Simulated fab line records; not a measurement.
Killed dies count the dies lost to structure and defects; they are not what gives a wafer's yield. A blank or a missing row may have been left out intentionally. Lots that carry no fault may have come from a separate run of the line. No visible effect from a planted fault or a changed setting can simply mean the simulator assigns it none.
Which of the tools did it? :: flow nand-harc :: 14 lots, 40 wafers sampled, at 4 steps of a route of 1302

## WHAT THE GAUGES READ, wafer by wafer
NHARC_A_ONON_D1_THK_MEAS_02: measures by ellipsometry.
lot: L698
measured: day 7 23:38
on: film-metro-01
thk-nm (nm): 1003 1006 1005

lot: L699
measured: day 7 23:38
on: film-metro-02
thk-nm (nm): 1022 1022 1025

lot: L700
measured: day 8 19:06
on: film-metro-01
thk-nm (nm): 990 992 992

lot: L701
measured: day 8 19:06
on: film-metro-02
thk-nm (nm): 989 991 993

lot: L704
measured: day 10 04:01
on: film-metro-01
thk-nm (nm): 1003 1002

lot: L705
measured: day 10 13:46
on: film-metro-02
thk-nm (nm): 987 987

lot: L713
measured: day 13 18:25
on: film-metro-02
thk-nm (nm): 984 983 984

lot: L714
measured: day 14 06:19
on: film-metro-02
thk-nm (nm): 997 994 996

lot: L715
measured: day 14 17:33
on: film-metro-02
thk-nm (nm): 1024 1023 1023

lot: L716
measured: day 15 04:34
on: film-metro-01
thk-nm (nm): 991 991 989

lot: L717
measured: day 15 13:48
on: film-metro-01
thk-nm (nm): 1018 1015 1014

lot: L718
measured: day 16 16:12
on: film-metro-01
thk-nm (nm): 1006 1007 1005

lot: L719
measured: day 16 21:03
on: film-metro-01
thk-nm (nm): 992 990 991

lot: L721
measured: day 17 18:06
on: film-metro-01
thk-nm (nm): 1007 1008 1008

NHARC_A_ONON_D1_THK_MEAS_30: measures by ellipsometry.
lot: L698
measured: day 8 11:56
on: film-metro-01
thk-nm (nm): 1008 1010 1009

lot: L699
measured: day 8 11:57
on: film-metro-02
thk-nm (nm): 1007 1006 1005

lot: L700
measured: day 9 07:20
on: film-metro-01
thk-nm (nm): 1005 1007 1006

lot: L701
measured: day 9 07:33
on: film-metro-01
thk-nm (nm): 1013 1012 1013

lot: L704
measured: day 10 16:13
on: film-metro-02
thk-nm (nm): 1542 1542

lot: L705
measured: day 11 03:02
on: film-metro-01
thk-nm (nm): 1550 1014

lot: L713
measured: day 14 07:23
on: film-metro-02
thk-nm (nm): 987 990 988

lot: L714
measured: day 14 19:47
on: film-metro-02
thk-nm (nm): 1002 1002 1002

lot: L715
measured: day 15 05:55
on: film-metro-01
thk-nm (nm): 1002 1002 1003

lot: L716
measured: day 15 16:56
on: film-metro-02
thk-nm (nm): 1011 1009 1008

lot: L717
measured: day 16 06:04
on: film-metro-01
thk-nm (nm): 1002 1001 1003

lot: L718
measured: day 17 05:08
on: film-metro-01
thk-nm (nm): 1000 998 1000

lot: L719
measured: day 17 12:45
on: film-metro-01
thk-nm (nm): 1012 1014 1015

lot: L721
measured: day 18 06:28
on: film-metro-02
thk-nm (nm): 1000 1002 1000

## WHAT TOOL EACH LOT RAN ON (gives the tool, then ch and the chambers of the sampled wafers, and finally the start)
lot: L698
NHARC_A_ZERO_WELL_DESCUM_12: rie-diel-04 ch 0,1,2, day 6 23:44
NHARC_A_ONON_D1_DEP_28: pecvd-onon-01 ch 0, day 8 11:29

lot: L699
NHARC_A_ZERO_WELL_DESCUM_12: rie-diel-04 ch 1,2,3, day 7 02:03
NHARC_A_ONON_D1_DEP_28: pecvd-onon-03 ch 0, day 8 11:29

lot: L700
NHARC_A_ZERO_WELL_DESCUM_12: rie-diel-03 ch 1,3, day 7 19:29
NHARC_A_ONON_D1_DEP_28: pecvd-onon-03 ch 0, day 9 06:50

lot: L701
NHARC_A_ZERO_WELL_DESCUM_12: rie-diel-03 ch 1,2, day 7 20:46
NHARC_A_ONON_D1_DEP_28: pecvd-onon-01 ch 0, day 9 07:06

lot: L704
NHARC_A_ZERO_WELL_DESCUM_12: rie-diel-04 ch 1,3, day 9 06:13
NHARC_A_ONON_D1_DEP_28: pecvd-onon-01 ch 0, day 10 15:41

lot: L705
NHARC_A_ZERO_WELL_DESCUM_12: rie-diel-02 ch 1,2, day 9 13:08
NHARC_A_ONON_D1_DEP_28: pecvd-onon-01 ch 0, day 11 02:35

lot: L713
NHARC_A_ZERO_WELL_DESCUM_12: rie-diel-04 ch 0,2,3, day 12 20:51
NHARC_A_ONON_D1_DEP_28: pecvd-onon-03 ch 0, day 14 06:52

lot: L714
NHARC_A_ZERO_WELL_DESCUM_12: rie-diel-03 ch 0,2, day 13 06:56
NHARC_A_ONON_D1_DEP_28: pecvd-onon-04 ch 0, day 14 19:23

lot: L715
NHARC_A_ZERO_WELL_DESCUM_12: rie-diel-04 ch 0,1,3, day 13 18:49
NHARC_A_ONON_D1_DEP_28: pecvd-onon-01 ch 0, day 15 05:28

lot: L716
NHARC_A_ZERO_WELL_DESCUM_12: rie-diel-03 ch 2,3, day 14 07:21
NHARC_A_ONON_D1_DEP_28: pecvd-onon-03 ch 0, day 15 16:25

lot: L717
NHARC_A_ZERO_WELL_DESCUM_12: rie-diel-03 ch 0,2,3, day 14 15:32
NHARC_A_ONON_D1_DEP_28: pecvd-onon-03 ch 0, day 16 05:33

lot: L718
NHARC_A_ZERO_WELL_DESCUM_12: rie-diel-03 ch 1,2,3, day 15 17:59
NHARC_A_ONON_D1_DEP_28: pecvd-onon-01 ch 0, day 17 04:37

lot: L719
NHARC_A_ZERO_WELL_DESCUM_12: rie-diel-02 ch 0,2,3, day 15 23:11
NHARC_A_ONON_D1_DEP_28: pecvd-onon-04 ch 0, day 17 12:14

lot: L721
NHARC_A_ZERO_WELL_DESCUM_12: rie-diel-03 ch 0,1, day 16 20:25
NHARC_A_ONON_D1_DEP_28: pecvd-onon-04 ch 0, day 18 05:56
- NHARC_A_ZERO_WELL_DESCUM_12: chemistry O2, time 3 s.
- NHARC_A_ONON_D1_DEP_28: target thk 1000 nm.

## WHAT THE TOOLS THEMSELVES READ (means of the sampled wafers that have a number; where no wafer has one, the mark that the record gives instead)
NHARC_A_ZERO_WELL_DESCUM_12.
lot: L698
tool: rie-diel-04
drypump-motor-current-A (A): 5.64
oes-product-au (a.u.): 1.011
rf-vpp-V (V): 58.1
showerhead-plenum-p-Torr (Torr): 2.04
throttle-valve-pct (%): 11.309

lot: L699
tool: rie-diel-04
drypump-motor-current-A (A): 5.68
oes-product-au (a.u.): 1.004
rf-vpp-V (V): 58.3
showerhead-plenum-p-Torr (Torr): 2.00
throttle-valve-pct (%): 11.311

lot: L700
tool: rie-diel-03
drypump-motor-current-A (A): 5.63
oes-product-au (a.u.): 0.997
rf-vpp-V (V): 57.5
showerhead-plenum-p-Torr (Torr): 1.84
throttle-valve-pct (%): 11.310

lot: L701
tool: rie-diel-03
drypump-motor-current-A (A): 5.88
oes-product-au (a.u.): 1.001
rf-vpp-V (V): 57.9
showerhead-plenum-p-Torr (Torr): 1.89
throttle-valve-pct (%): 11.314

lot: L704
tool: rie-diel-04
drypump-motor-current-A (A): 5.72
oes-product-au (a.u.): 0.992
rf-vpp-V (V): 58.8
showerhead-plenum-p-Torr (Torr): 1.97
throttle-valve-pct (%): 11.318

lot: L705
tool: rie-diel-02
drypump-motor-current-A (A): 5.50
oes-product-au (a.u.): 1.003
rf-vpp-V (V): 58.1
showerhead-plenum-p-Torr (Torr): 1.84
throttle-valve-pct (%): 11.316

lot: L713
tool: rie-diel-04
drypump-motor-current-A (A): 5.77
oes-product-au (a.u.): 1.000
rf-vpp-V (V): 57.9
showerhead-plenum-p-Torr (Torr): 1.98
throttle-valve-pct (%): 11.312

lot: L714
tool: rie-diel-03
drypump-motor-current-A (A): 5.80
oes-product-au (a.u.): 1.001
rf-vpp-V (V): 57.8
showerhead-plenum-p-Torr (Torr): 1.87
throttle-valve-pct (%): 11.314

lot: L715
tool: rie-diel-04
drypump-motor-current-A (A): 5.73
oes-product-au (a.u.): 1.003
rf-vpp-V (V): 57.8
showerhead-plenum-p-Torr (Torr): 1.98
throttle-valve-pct (%): 11.299

lot: L716
tool: rie-diel-03
drypump-motor-current-A (A): 5.90
oes-product-au (a.u.): 0.990
rf-vpp-V (V): 57.4
showerhead-plenum-p-Torr (Torr): 1.86
throttle-valve-pct (%): 11.323

lot: L717
tool: rie-diel-03
drypump-motor-current-A (A): 5.69
oes-product-au (a.u.): 1.001
rf-vpp-V (V): 58.3
showerhead-plenum-p-Torr (Torr): 1.84
throttle-valve-pct (%): 11.301

lot: L718
tool: rie-diel-03
drypump-motor-current-A (A): 5.76
oes-product-au (a.u.): 0.997
rf-vpp-V (V): 57.5
showerhead-plenum-p-Torr (Torr): 1.85
throttle-valve-pct (%): 11.309

lot: L719
tool: rie-diel-02
drypump-motor-current-A (A): 5.75
oes-product-au (a.u.): 1.000
rf-vpp-V (V): 57.1
showerhead-plenum-p-Torr (Torr): 1.88
throttle-valve-pct (%): 11.315

lot: L721
tool: rie-diel-03
drypump-motor-current-A (A): 5.46
oes-product-au (a.u.): 1.007
rf-vpp-V (V): 57.0
showerhead-plenum-p-Torr (Torr): 1.83
throttle-valve-pct (%): 11.312

NHARC_A_ONON_D1_DEP_28.
lot: L698
tool: pecvd-onon-01
n2-flow-sccm (sccm): 2751
susceptor-temp-C (C): 399.59

lot: L699
tool: pecvd-onon-03
n2-flow-sccm (sccm): 2756
susceptor-temp-C (C): 400.17

lot: L700
tool: pecvd-onon-03
n2-flow-sccm (sccm): 2748
susceptor-temp-C (C): 400.06

lot: L701
tool: pecvd-onon-01
n2-flow-sccm (sccm): 2744
susceptor-temp-C (C): 400.08

lot: L704
tool: pecvd-onon-01
n2-flow-sccm (sccm): 2750
susceptor-temp-C (C): 399.69

lot: L705
tool: pecvd-onon-01
n2-flow-sccm (sccm): 2754
susceptor-temp-C (C): 399.98

lot: L713
tool: pecvd-onon-03
n2-flow-sccm (sccm): 2747
susceptor-temp-C (C): 399.96

lot: L714
tool: pecvd-onon-04
n2-flow-sccm (sccm): 2744
susceptor-temp-C (C): 400.08

lot: L715
tool: pecvd-onon-01
n2-flow-sccm (sccm): 2750
susceptor-temp-C (C): 400.03

lot: L716
tool: pecvd-onon-03
n2-flow-sccm (sccm): 2746
susceptor-temp-C (C): 400.12

lot: L717
tool: pecvd-onon-03
n2-flow-sccm (sccm): 2755
susceptor-temp-C (C): 399.94

lot: L718
tool: pecvd-onon-01
n2-flow-sccm (sccm): 2754
susceptor-temp-C (C): 399.91

lot: L719
tool: pecvd-onon-04
n2-flow-sccm (sccm): 2746
susceptor-temp-C (C): 400.19

lot: L721
tool: pecvd-onon-04
n2-flow-sccm (sccm): 2750
susceptor-temp-C (C): 399.85

## THE ANSWER, worked out from the rows above alone
Rule: usual is defined by the lots themselves. The widest of any qualifying gaps counts: lots, ordered by their means at a reading, are off when they make up no more than a third of the lots, leave a main group of 4 or more, and stand apart from it by 3 or more times the standard deviation of that group's means. A main group whose means are all the same, to the digits that the tables above print for the reading, isn't used. A lot without any number at a reading at which 4 lots or more have one is off too. All remaining lots with rows at the step are treated as sound. First the gauges in route order, then the tools' own readings, where a lot's mean is used as printed above. The first step at which some lot is off is used, and at that step the reading that is off furthest; a lot without a number counts as furthest.
Off: L704, L705 (NHARC_A_ONON_D1_THK_MEAS_30, thk-nm). The main group: mean 1004 nm, standard deviation 6.6.
If a tool, at a process step before that reading, ran all the lots that are off and no sound lot after the first of them, it fits. Gauges at NHARC_A_ONON_D1_THK_MEAS_30: tried the same way as those tools. Not one of the candidates tried fits.

## WHAT WAS PUT IN BY THE SIMULATOR
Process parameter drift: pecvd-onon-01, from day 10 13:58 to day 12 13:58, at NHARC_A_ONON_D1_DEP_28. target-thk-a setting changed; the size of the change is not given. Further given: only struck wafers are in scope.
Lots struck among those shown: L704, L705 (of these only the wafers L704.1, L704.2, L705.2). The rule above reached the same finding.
